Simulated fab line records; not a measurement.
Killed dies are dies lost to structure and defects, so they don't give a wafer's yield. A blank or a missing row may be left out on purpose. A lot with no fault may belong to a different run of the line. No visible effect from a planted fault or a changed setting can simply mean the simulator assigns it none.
Which of the tools did it? + flow n5_finfet + 10 lots, 30 wafers sampled, at 5 steps of a route of 1938

## WHAT THE GAUGES READ, wafer by wafer
The record holds no reading of a measuring or inspecting step that can be judged against a usual standard deviation.

## WHAT TOOL EACH LOT RAN ON (gives the tool, then ch and the chambers of the sampled wafers, and finally the start)
| lot  | N5_BEOL_M12_ECD_47             | N5_BEOL_M15_DESCUM_15              | N5_BEOL_M15_DESCUM_33              | N5_PASSIVATION_DESCUM_12           | N5_PASSIVATION_PROBE_49 |
|------|--------------------------------|------------------------------------|------------------------------------|------------------------------------|-------------------------|
| L832 | ecd_cu-02 ch 0, day 11 09:31   | rie_diel-06 ch 0,3, day 12 01:20   | rie_diel-06 ch 0,1, day 12 02:55   | rie_diel-01 ch 0,2, day 12 13:57   | -                       |
| L835 | ecd_cu-01 ch 0,1, day 12 06:29 | rie_diel-01 ch 0,1, day 12 18:13   | rie_diel-06 ch 0,1,3, day 12 19:58 | rie_diel-04 ch 0,2,3, day 13 06:36 | -                       |
| L840 | ecd_cu-01 ch 0,1, day 13 15:34 | rie_diel-06 ch 0,1,2, day 14 04:12 | rie_diel-06 ch 0,1,3, day 14 05:47 | rie_diel-06 ch 0,2,3, day 14 22:50 | -                       |
| L842 | ecd_cu-01 ch 0,1, day 14 01:37 | rie_diel-04 ch 0,2,3, day 14 16:54 | rie_diel-01 ch 0,1,3, day 14 18:43 | rie_diel-04 ch 0,1,2, day 15 05:15 | -                       |
| L843 | ecd_cu-02 ch 0,1, day 14 06:16 | rie_diel-04 ch 2,3, day 14 17:55   | rie_diel-06 ch 0,2,3, day 14 19:30 | rie_diel-01 ch 2,3, day 15 18:40   | -                       |
| L847 | ecd_cu-01 ch 0,1, day 14 18:07 | rie_diel-06 ch 2,3, day 15 13:17   | rie_diel-01 ch 1,2,3, day 15 15:30 | rie_diel-06 ch 1,2,3, day 16 11:03 | -                       |
| L845 | ecd_cu-02 ch 0,1, day 14 23:46 | rie_diel-01 ch 1,2, day 15 13:47   | rie_diel-04 ch 1,3, day 15 15:52   | rie_diel-04 ch 0,2, day 16 11:05   | -                       |
| L849 | ecd_cu-01 ch 0,1, day 14 23:53 | rie_diel-06 ch 0,3, day 15 14:11   | rie_diel-04 ch 0,3, day 15 16:06   | rie_diel-06 ch 2,3, day 16 15:27   | prober-01, day 17 00:32 |
| L850 | ecd_cu-01 ch 0,1, day 15 22:17 | rie_diel-06 ch 1,3, day 16 11:30   | rie_diel-06 ch 1,3, day 16 13:04   | rie_diel-06 ch 0,1,2, day 17 02:33 | prober-02, day 17 10:19 |
| L854 | ecd_cu-02 ch 0,1, day 16 16:23 | rie_diel-04 ch 1,3, day 17 07:02   | rie_diel-01 ch 0,1,3, day 17 08:46 | rie_diel-01 ch 0,2,3, day 17 16:53 | -                       |
- N5_BEOL_M12_ECD_47: material Cu, target thk 720 nm.
- N5_BEOL_M15_DESCUM_15: chemistry O2, time 7.9 s.
- N5_BEOL_M15_DESCUM_33: chemistry O2, time 7.9 s.
- N5_PASSIVATION_DESCUM_12: chemistry O2, time 7.9 s.
- N5_PASSIVATION_PROBE_49

## WHAT THE TOOLS THEMSELVES READ (means of the sampled wafers that have a number; where no wafer has one, the mark that the record gives instead)
N5_BEOL_M15_DESCUM_15. Usual: drypump_motor_current_A 5.6 A, standard deviation 0.46; oes_product_au 0.81 a.u., standard deviation 0.095; rf_vpp_V 243.2 V, standard deviation 1.6; showerhead_plenum_p_Torr 2.10 Torr, standard deviation 0.09; throttle_valve_pct 20.43 %, standard deviation 0.24.
| lot  | tool        | drypump_motor_current_A (A) | oes_product_au (a.u.) | rf_vpp_V (V) | showerhead_plenum_p_Torr (Torr) | throttle_valve_pct (%) | flag |
|------|-------------|-----------------------------|-----------------------|--------------|---------------------------------|------------------------|------|
| L832 | rie_diel-06 | 5.8                         | 0.80                  | 243.9        | 2.13                            | 20.57                  |      |
| L835 | rie_diel-01 | 6.3                         | 0.70                  | 241.3        | 2.02                            | 20.79                  |      |
| L840 | rie_diel-06 | 5.3                         | 0.76                  | 243.0        | 2.08                            | 20.39                  |      |
| L842 | rie_diel-04 | 5.7                         | 0.80                  | 243.8        | 2.14                            | 20.35                  |      |
| L843 | rie_diel-04 | 5.9                         | 0.83                  | 243.2        | 2.13                            | 20.28                  |      |
| L847 | rie_diel-06 | 5.2                         | 0.84                  | 244.2        | 2.15                            | 20.31                  |      |
| L845 | rie_diel-01 | 6.0                         | 0.73                  | 242.9        | 2.11                            | 20.65                  |      |
| L849 | rie_diel-06 | 5.8                         | 0.76                  | 243.5        | 2.12                            | 20.61                  |      |
| L850 | rie_diel-06 | 5.7                         | 0.78                  | 241.3        | 1.95                            | 20.28                  |      |
| L854 | rie_diel-04 | 5.7                         | 0.91                  | 244.4        | 2.13                            | 20.43                  |      |

N5_BEOL_M15_DESCUM_33. Usual: drypump_motor_current_A 5.7 A, standard deviation 0.49; oes_product_au 0.80 a.u., standard deviation 0.093; rf_vpp_V 243.2 V, standard deviation 1.5; showerhead_plenum_p_Torr 2.10 Torr, standard deviation 0.088; throttle_valve_pct 20.44 %, standard deviation 0.24.
| lot  | tool        | drypump_motor_current_A (A) | oes_product_au (a.u.) | rf_vpp_V (V) | showerhead_plenum_p_Torr (Torr) | throttle_valve_pct (%) | flag |
|------|-------------|-----------------------------|-----------------------|--------------|---------------------------------|------------------------|------|
| L832 | rie_diel-06 | 5.6                         | 0.73                  | 242.5        | 2.07                            | 20.51                  |      |
| L835 | rie_diel-06 | 5.8                         | 0.80                  | 242.9        | 2.04                            | 20.41                  |      |
| L840 | rie_diel-06 | 5.8                         | 0.78                  | 241.7        | 2.04                            | 20.41                  |      |
| L842 | rie_diel-01 | 6.2                         | 0.78                  | 242.4        | 2.04                            | 20.55                  |      |
| L843 | rie_diel-06 | 5.5                         | 0.81                  | 243.5        | 2.14                            | 20.45                  |      |
| L847 | rie_diel-01 | 5.8                         | 0.79                  | 243.1        | 2.10                            | 20.43                  |      |
| L845 | rie_diel-04 | 5.8                         | 0.89                  | 244.1        | 2.12                            | 20.19                  |      |
| L849 | rie_diel-04 | 5.6                         | 0.76                  | 243.8        | 2.15                            | 20.44                  |      |
| L850 | rie_diel-06 | 5.7                         | 0.77                  | 241.4        | 1.95                            | 20.29                  |      |
| L854 | rie_diel-01 | 6.2                         | 0.86                  | 243.8        | 2.12                            | 20.42                  |      |

N5_PASSIVATION_DESCUM_12. Usual: drypump_motor_current_A 5.7 A, standard deviation 0.45; oes_product_au 0.81 a.u., standard deviation 0.088; rf_vpp_V 243.3 V, standard deviation 1.6; showerhead_plenum_p_Torr 2.10 Torr, standard deviation 0.086; throttle_valve_pct 20.39 %, standard deviation 0.25.
| lot  | tool        | drypump_motor_current_A (A) | oes_product_au (a.u.) | rf_vpp_V (V) | showerhead_plenum_p_Torr (Torr) | throttle_valve_pct (%) | flag |
|------|-------------|-----------------------------|-----------------------|--------------|---------------------------------|------------------------|------|
| L832 | rie_diel-01 | 5.8                         | 0.71                  | 242.7        | 2.04                            | 20.70                  |      |
| L835 | rie_diel-04 | 5.7                         | 0.82                  | 244.0        | 2.14                            | 20.34                  |      |
| L840 | rie_diel-06 | 5.5                         | 0.82                  | 244.2        | 2.14                            | 20.45                  |      |
| L842 | rie_diel-04 | 5.6                         | 0.82                  | 244.4        | 2.14                            | 20.56                  |      |
| L843 | rie_diel-01 | 5.6                         | 0.86                  | 243.0        | 2.08                            | 20.21                  |      |
| L847 | rie_diel-06 | 5.5                         | 0.81                  | 242.6        | 2.05                            | 20.30                  |      |
| L845 | rie_diel-04 | 5.5                         | 0.73                  | 242.8        | 2.15                            | 20.61                  |      |
| L849 | rie_diel-06 | 5.2                         | 0.83                  | 244.1        | 2.15                            | 20.30                  |      |
| L850 | rie_diel-06 | 5.3                         | 0.84                  | 242.5        | 2.07                            | 20.30                  |      |
| L854 | rie_diel-01 | 5.7                         | 0.85                  | 245.0        | 2.14                            | 20.35                  |      |

N5_PASSIVATION_PROBE_49. Usual: defect_limited_yield 91.3 %, standard deviation 1.3; killed_at_M0_to_M3 35, standard deviation 9.3; killed_at_M4_up 14, standard deviation 5.2; killed_at_contacts 12, standard deviation 5.9; killed_at_front_end 38, standard deviation 11; killed_at_other 4, standard deviation 3.7; killed_dies 103, standard deviation 15; killed_on_rim 14, standard deviation 4; killed_open 67, standard deviation 12; killed_short 34, standard deviation 8; sort_bin_5_function 5.1 %, standard deviation 0.88; sort_bin_6_memory 3.3 %, standard deviation 0.65; sort_n_pass 1077, standard deviation 15; sort_yield_pct 91.3 %, standard deviation 1.3.
| lot  | tool      | defect_limited_yield (%) | killed_at_M0_to_M3 | killed_at_M4_up | killed_at_contacts | killed_at_front_end | killed_at_other | killed_dies | killed_on_rim | killed_open | killed_short | sort_bin_5_function (%) | sort_bin_6_memory (%) | sort_n_pass | sort_yield_pct (%) | flag |
|------|-----------|--------------------------|--------------------|-----------------|--------------------|---------------------|-----------------|-------------|---------------|-------------|--------------|-------------------------|-----------------------|-------------|--------------------|------|
| L849 | prober-01 | 79.1                     | 28                 | 164             | 14                 | 36                  | 4               | 247         | 32            | 51          | 40           | 12.3                    | 7.4                   | 933         | 79.1               | OFF  |
| L850 | prober-02 | 84.0                     | 34                 | 92              | 13                 | 43                  | 7               | 189         | 23            | 79          | 30           | 9.0                     | 6.1                   | 991         | 84.0               | OFF  |

## THE ANSWER, worked out from the rows above alone
Rule: lot off if the mean of its wafers having a number is beyond 3 standard deviations from the usual mean. Also off: a lot with no number at a reading for which 4 or more lots have one. The other lots that the step has rows for count as sound. The gauges are gone through in route order, then the tools' own readings, and for those a lot's mean is taken as printed above. At the first step where some lot is off, the reading lying furthest off is the one used; lots without a number count as furthest.
Off at N5_PASSIVATION_PROBE_49 (killed_at_M4_up): L849, L850. Neither off nor sound, because the step has no rows for them: L832, L835, L840, L842, L843, L847, L845, L854.
A tool fits if, at that step or a process step before it, it ran every lot that is off, and no sound lot after the first of them. Undecided on this evidence; 2 tools fit (ecd_cu-01 at N5_BEOL_M12_ECD_47, rie_diel-06 at N5_BEOL_M15_DESCUM_15 and N5_PASSIVATION_DESCUM_12).

## WHAT THE SIMULATOR HAD INSERTED
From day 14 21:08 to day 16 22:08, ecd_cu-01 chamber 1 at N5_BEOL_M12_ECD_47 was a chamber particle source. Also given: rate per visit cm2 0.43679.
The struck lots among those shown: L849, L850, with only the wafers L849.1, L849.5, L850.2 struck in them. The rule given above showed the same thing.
